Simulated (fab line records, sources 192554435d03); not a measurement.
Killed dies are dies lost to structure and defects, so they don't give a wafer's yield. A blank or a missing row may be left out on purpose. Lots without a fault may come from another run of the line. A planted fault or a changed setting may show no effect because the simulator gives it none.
Which tool did it? | flow n5_finfet | 24 lots, 72 wafers sampled, at 6 steps of a route of 1938

WHAT THE GAUGES READ, wafer by wafer
N5_BEOL_M13_CD_MEAS_28: target cd 209.5 nm.
lot  | measured     | on        | cd_nm (nm)
L075 | day 11 17:27 | cd_sem-03 | 208.5 209.1 209.0
L074 | day 12 00:41 | cd_sem-03 | 208.5 208.9 209.1
L076 | day 12 07:28 | cd_sem-01 | 208.9 208.5 206.5
L080 | day 12 21:12 | cd_sem-01 | 210.2 212.1 208.6
L078 | day 13 00:43 | cd_sem-01 | 209.8 210.1 210.0
L077 | day 13 03:08 | cd_sem-02 | 210.6 210.8 210.5
L079 | day 13 10:31 | cd_sem-02 | 208.4 209.6 209.6
L081 | day 14 05:19 | cd_sem-01 | 208.3 208.1 209.1
L082 | day 14 06:44 | cd_sem-01 | 211.2 210.2 210.7
L083 | day 14 17:06 | cd_sem-01 | 209.2 210.3 210.3
L084 | day 14 21:58 | cd_sem-03 | 209.0 212.1 211.9
L086 | day 15 13:29 | cd_sem-03 | 209.6 209.4 208.7
L085 | day 15 13:53 | cd_sem-02 | 211.0 208.4 207.4
L088 | day 15 23:23 | cd_sem-03 | 212.1 209.1 209.5
L089 | day 16 05:04 | cd_sem-01 | 210.0 210.4 210.2
L087 | day 16 07:50 | cd_sem-01 | 209.6 208.9 209.5
L093 | day 16 14:24 | cd_sem-01 | 209.0 210.4 208.4
L091 | day 16 18:02 | cd_sem-03 | 207.0 208.0 209.1
L090 | day 17 02:37 | cd_sem-03 | 206.8 207.6 207.9
L092 | day 17 11:01 | cd_sem-01 | 209.0 208.9 208.4
L094 | day 17 11:32 | cd_sem-01 | 210.4 209.6 211.8
L095 | day 17 11:56 | cd_sem-03 | 207.7 208.7 208.8
L096 | day 18 09:03 | cd_sem-02 | 210.2 211.9 210.4
L097 | day 19 02:07 | cd_sem-01 | 210.3 208.7 207.5

N5_BEOL_M13_INSPECT_30: inspects for defects (macro).
lot  | measured     | on                | raw_defect_count
L075 | day 11 17:30 | defect_inspect-01 | 0 2 0
L074 | day 12 00:44 | defect_inspect-01 | 3 0 3
L076 | day 12 07:31 | defect_inspect-01 | 2 4 5
L080 | day 12 21:15 | defect_inspect-02 | 2 1 2
L078 | day 13 00:46 | defect_inspect-01 | 3 0 0
L077 | day 13 03:11 | defect_inspect-02 | 3 3 2
L079 | day 13 10:34 | defect_inspect-01 | 2 5 2
L081 | day 14 05:22 | defect_inspect-02 | 1 0 2
L082 | day 14 06:48 | defect_inspect-02 | 1 2 0
L083 | day 14 17:09 | defect_inspect-01 | 5 1 1
L084 | day 14 22:01 | defect_inspect-01 | 3 3 0
L086 | day 15 13:32 | defect_inspect-02 | 4 1 1
L085 | day 15 13:57 | defect_inspect-02 | 4 2 1
L088 | day 15 23:26 | defect_inspect-01 | 2 3 0
L089 | day 16 05:07 | defect_inspect-01 | 3 1 2
L087 | day 16 07:54 | defect_inspect-01 | 4 0 4
L093 | day 16 14:28 | defect_inspect-01 | 1 1 0
L091 | day 16 18:05 | defect_inspect-02 | 5 0 1
L090 | day 17 02:40 | defect_inspect-02 | 2 1 1
L092 | day 17 11:04 | defect_inspect-02 | 2 0 2
L094 | day 17 11:35 | defect_inspect-02 | 1 2 2
L095 | day 17 11:59 | defect_inspect-01 | 6 4 1
L096 | day 18 09:07 | defect_inspect-01 | 6 1 1
L097 | day 19 02:10 | defect_inspect-02 | 1 3 2

N5_BEOL_M13_RS_MEAS_54: measures by four-point-probe.
lot  | measured     | on            | M13_RS (ohm/sq)
L075 | day 11 20:36 | film_metro-01 | 0.0443 0.0457 0.0459
L074 | day 12 05:24 | film_metro-02 | 0.0457 0.0450 0.0461
L076 | day 12 13:49 | film_metro-02 | 0.0444 0.0456 0.0450
L080 | day 13 00:24 | film_metro-01 | 0.0455 0.0444 0.0437
L078 | day 13 07:53 | film_metro-02 | 0.0454 0.0436 0.0460
L077 | day 13 08:10 | film_metro-01 | 0.0458 0.0445 0.0450
L079 | day 13 17:51 | film_metro-01 | 0.0455 0.0446 0.0461
L081 | day 14 08:43 | film_metro-02 | 0.0453 0.0438 0.0441
L082 | day 14 12:28 | film_metro-02 | 0.0457 0.0452 0.0448
L083 | day 14 21:53 | film_metro-02 | 0.0455 0.0467 0.0456
L084 | day 15 01:40 | film_metro-02 | 0.0458 0.0459 0.0450
L086 | day 15 15:48 | film_metro-02 | 0.0447 0.0454 0.0460
L085 | day 15 21:17 | film_metro-02 | 0.0455 0.0464 0.0448
L088 | day 16 03:13 | film_metro-01 | 0.0458 0.0452 0.0451
L089 | day 16 13:16 | film_metro-02 | 0.0451 0.0435 0.0446
L087 | day 16 14:18 | film_metro-01 | 0.0439 0.0463 0.0439
L093 | day 16 16:50 | film_metro-02 | 0.0446 0.0444 0.0447
L091 | day 16 21:38 | film_metro-02 | 0.0446 0.0450 0.0447
L090 | day 17 09:56 | film_metro-01 | 0.0459 0.0460 0.0443
L092 | day 17 13:46 | film_metro-02 | 0.0462 0.0461 0.0442
L094 | day 17 16:47 | film_metro-01 | 0.0448 0.0447 0.0447
L095 | day 17 17:28 | film_metro-01 | 0.0448 0.0454 0.0453
L096 | day 18 12:20 | film_metro-01 | 0.0453 0.0457 0.0451
L097 | day 19 05:20 | film_metro-02 | 0.0442 0.0446 0.0441

N5_BEOL_M14_OVL_MEAS_29.
lot  | measured     | on         | M14_OVL (nm)
L075 | day 11 22:10 | overlay-02 | 1 -1 2
L074 | day 12 06:58 | overlay-01 | -2 6 -1
L076 | day 12 15:25 | overlay-01 | 2 -1 -2
L080 | day 13 02:02 | overlay-02 | 2 1 3
L078 | day 13 09:19 | overlay-02 | 8 3 -2
L077 | day 13 09:36 | overlay-01 | -4 -7 -1
L079 | day 13 19:17 | overlay-01 | 2 -8 -6
L081 | day 14 10:19 | overlay-01 | -11 -13 -9
L082 | day 14 14:08 | overlay-02 | -10 -12 -2
L083 | day 14 23:35 | overlay-01 | -2 3 -7
L084 | day 15 03:13 | overlay-01 | 6 5 -1
L086 | day 15 17:20 | overlay-01 | 0 -4 -5
L085 | day 16 00:10 | overlay-02 | -3 0 0
L088 | day 16 04:42 | overlay-02 | -8 -10 -2
L089 | day 16 14:48 | overlay-02 | -8 -7 -5
L087 | day 16 16:30 | overlay-02 | 2 4 -1
L093 | day 16 18:24 | overlay-01 | 0 7 2
L091 | day 16 23:13 | overlay-01 | -7 -8 -12
L090 | day 17 11:27 | overlay-01 | 3 -4 -4
L092 | day 17 15:34 | overlay-02 | -7 -6 -5
L094 | day 17 18:22 | overlay-02 | 8 11 5
L095 | day 17 19:10 | overlay-01 | -8 -3 -6
L096 | day 18 13:46 | overlay-01 | -4 -7 0
L097 | day 19 07:30 | overlay-02 | 2 -6 5

WHICH TOOL RAN EACH LOT (tool, then ch and the chambers of the sampled wafers, then the start)
lot  | N5_BEOL_M13_TRENCH_ETCH_34         | N5_BEOL_M13_ANNEAL_48
L075 | rie_diel-06 ch 0,1,2, day 11 17:56 | rtp_anneal-01 ch 0, day 11 19:53
L074 | rie_diel-02 ch 0,1,2, day 12 01:10 | rtp_anneal-02 ch 0, day 12 04:44
L076 | rie_diel-02 ch 1,3, day 12 07:57   | rtp_anneal-02 ch 0, day 12 13:05
L080 | rie_diel-05 ch 0,1,3, day 12 21:56 | rtp_anneal-02 ch 0, day 12 23:43
L078 | rie_diel-02 ch 0,2,3, day 13 01:13 | rtp_anneal-02 ch 0, day 13 07:10
L077 | rie_diel-06 ch 0,2,3, day 13 03:38 | rtp_anneal-02 ch 0, day 13 07:26
L079 | rie_diel-06 ch 0,2,3, day 13 11:07 | rtp_anneal-01 ch 0, day 13 17:07
L081 | rie_diel-06 ch 0,1,3, day 14 06:03 | rtp_anneal-01 ch 0, day 14 08:00
L082 | rie_diel-05 ch 0,1,2, day 14 07:18 | rtp_anneal-01 ch 0, day 14 11:47
L083 | rie_diel-05 ch 0,1,2, day 14 17:35 | rtp_anneal-02 ch 0, day 14 21:10
L084 | rie_diel-02 ch 0,1,2, day 14 22:27 | rtp_anneal-01 ch 0, day 15 00:56
L086 | rie_diel-02 ch 0,1,2, day 15 14:04 | rtp_anneal-01 ch 0, day 15 15:05
L085 | rie_diel-06 ch 0,2,3, day 15 14:23 | rtp_anneal-01 ch 0, day 15 20:34
L088 | rie_diel-06 ch 0,2, day 16 00:06   | rtp_anneal-02 ch 0, day 16 02:32
L089 | rie_diel-02 ch 1,2,3, day 16 05:47 | rtp_anneal-01 ch 0, day 16 12:33
L087 | rie_diel-02 ch 0,3, day 16 08:20   | rtp_anneal-02 ch 0, day 16 13:34
L093 | rie_diel-05 ch 0,1,3, day 16 14:53 | rtp_anneal-02 ch 0, day 16 16:10
L091 | rie_diel-05 ch 0,2,3, day 16 18:31 | rtp_anneal-02 ch 0, day 16 20:55
L090 | rie_diel-06 ch 1,2, day 17 03:07   | rtp_anneal-01 ch 0, day 17 09:19
L092 | rie_diel-06 ch 0,2,3, day 17 11:29 | rtp_anneal-02 ch 0, day 17 13:10
L094 | rie_diel-05 ch 0,1,2, day 17 12:32 | rtp_anneal-01 ch 0, day 17 16:02
L095 | rie_diel-06 ch 0,1, day 17 12:56   | rtp_anneal-02 ch 0, day 17 16:43
L096 | rie_diel-05 ch 0,3, day 18 09:33   | rtp_anneal-01 ch 0, day 18 11:37
L097 | rie_diel-05 ch 0,2,3, day 19 02:45 | rtp_anneal-02 ch 0, day 19 04:37
- N5_BEOL_M13_TRENCH_ETCH_34: etches SiOC in C4F8/O2/Ar, target depth 413.47 nm, time 162.6 s.
- N5_BEOL_M13_ANNEAL_48: time 90 s.

WHAT THE TOOLS THEMSELVES READ (means of the sampled wafers that have a number; where no wafer has one, the mark that the record gives instead)
N5_BEOL_M13_TRENCH_ETCH_34.
lot  | tool        | chamber_pressure_mTorr (mTorr) | drypump_motor_current_A (A) | oes_product_au (a.u.) | rf_fwd_power_W (W) | rf_vpp_V (V) | showerhead_plenum_p_Torr (Torr) | throttle_valve_pct (%)
L075 | rie_diel-06 | 30.00                          | 5.8                         | 0.73                  | 2984               | 665.3        | 3.41                            | 24.35
L074 | rie_diel-02 | 29.97                          | 5.6                         | 0.74                  | 2995               | 665.6        | 3.41                            | 24.32
L076 | rie_diel-02 | 30.00                          | 5.6                         | 0.84                  | 2990               | 663.5        | 3.31                            | 24.09
L080 | rie_diel-05 | 30.00                          | 5.3                         | 0.82                  | 2998               | 664.2        | 3.40                            | 24.13
L078 | rie_diel-02 | 30.00                          | 5.6                         | 0.76                  | 2990               | 665.0        | 3.42                            | 24.24
L077 | rie_diel-06 | 29.98                          | 5.5                         | 0.73                  | 2982               | 666.4        | 3.46                            | 24.42
L079 | rie_diel-06 | 30.01                          | 5.5                         | 0.73                  | 2983               | 666.5        | 3.46                            | 24.42
L081 | rie_diel-06 | 29.98                          | 5.8                         | 0.80                  | 2988               | 663.8        | 3.38                            | 24.24
L082 | rie_diel-05 | 29.99                          | 5.7                         | 0.76                  | 2994               | 665.3        | 3.42                            | 23.97
L083 | rie_diel-05 | 29.99                          | 5.7                         | 0.75                  | 2984               | 665.9        | 3.42                            | 23.98
L084 | rie_diel-02 | 30.03                          | 5.6                         | 0.73                  | 2985               | 664.6        | 3.40                            | 24.35
L086 | rie_diel-02 | 30.00                          | 5.6                         | 0.73                  | 2993               | 664.5        | 3.40                            | 24.36
L085 | rie_diel-06 | 30.03                          | 5.5                         | 0.71                  | 2990               | 665.8        | 3.45                            | 24.44
L088 | rie_diel-06 | 29.99                          | 5.3                         | 0.74                  | 2983               | 664.0        | 3.39                            | 24.54
L089 | rie_diel-02 | 29.96                          | 5.8                         | 0.79                  | 2997               | 663.7        | 3.32                            | 24.09
L087 | rie_diel-02 | 29.98                          | 5.5                         | 0.79                  | 2974               | 665.3        | 3.39                            | 24.21
L093 | rie_diel-05 | 30.06                          | 5.3                         | 0.87                  | 2996               | 664.4        | 3.39                            | 24.08
L091 | rie_diel-05 | 30.00                          | 5.5                         | 0.81                  | 2992               | 664.2        | 3.37                            | 24.10
L090 | rie_diel-06 | 30.02                          | 5.9                         | 0.77                  | 2994               | 666.2        | 3.47                            | 24.24
L092 | rie_diel-06 | 29.99                          | 5.5                         | 0.70                  | 2988               | 665.0        | 3.44                            | 24.46
L094 | rie_diel-05 | 29.96                          | 5.7                         | 0.83                  | 2998               | 664.5        | 3.41                            | 23.93
L095 | rie_diel-06 | 29.99                          | 6.1                         | 0.84                  | 2993               | 662.9        | 3.31                            | 24.09
L096 | rie_diel-05 | 29.98                          | 5.2                         | 0.79                  | 2987               | 662.3        | 3.34                            | 24.18
L097 | rie_diel-05 | 29.97                          | 5.5                         | 0.80                  | 2989               | 664.0        | 3.36                            | 24.13

N5_BEOL_M13_ANNEAL_48.
lot  | tool          | wafer_temp_C_max
L075 | rtp_anneal-01 | 225.86
L074 | rtp_anneal-02 | 226.33
L076 | rtp_anneal-02 | 226.45
L080 | rtp_anneal-02 | 226.13
L078 | rtp_anneal-02 | 226.39
L077 | rtp_anneal-02 | 226.29
L079 | rtp_anneal-01 | 226.12
L081 | rtp_anneal-01 | 226.06
L082 | rtp_anneal-01 | 225.77
L083 | rtp_anneal-02 | 226.13
L084 | rtp_anneal-01 | 225.84
L086 | rtp_anneal-01 | 225.93
L085 | rtp_anneal-01 | 226.14
L088 | rtp_anneal-02 | 226.42
L089 | rtp_anneal-01 | 226.13
L087 | rtp_anneal-02 | 225.96
L093 | rtp_anneal-02 | 226.33
L091 | rtp_anneal-02 | 226.39
L090 | rtp_anneal-01 | 225.97
L092 | rtp_anneal-02 | 226.62
L094 | rtp_anneal-01 | 226.15
L095 | rtp_anneal-02 | 226.38
L096 | rtp_anneal-01 | 226.27
L097 | rtp_anneal-02 | 226.17

THE ANSWER, worked out from the rows above alone
Rule: what is usual is taken from the lots themselves. Put in order of their means at a reading, lots are off if they are a third of the lots or fewer, leave a main group of 4 or more, and stand apart from it by a gap of 3 or more times the standard deviation of the main group's means; of several such gaps the widest counts. A main group whose means are all the same, to the digits that the tables above print for the reading, isn't used. A lot without any number at a reading at which 4 lots or more have one is off too. The other lots that the step has rows for count as sound. The gauges are gone through in route order, then the tools' own readings, and for those a lot's mean is taken as printed above. The first step at which some lot is off is used, and at that step the reading that is off furthest; a lot without a number counts as furthest.
No lot is off at any reading shown: from this, nothing can be told.

WHAT THE SIMULATOR HAD PUT IN
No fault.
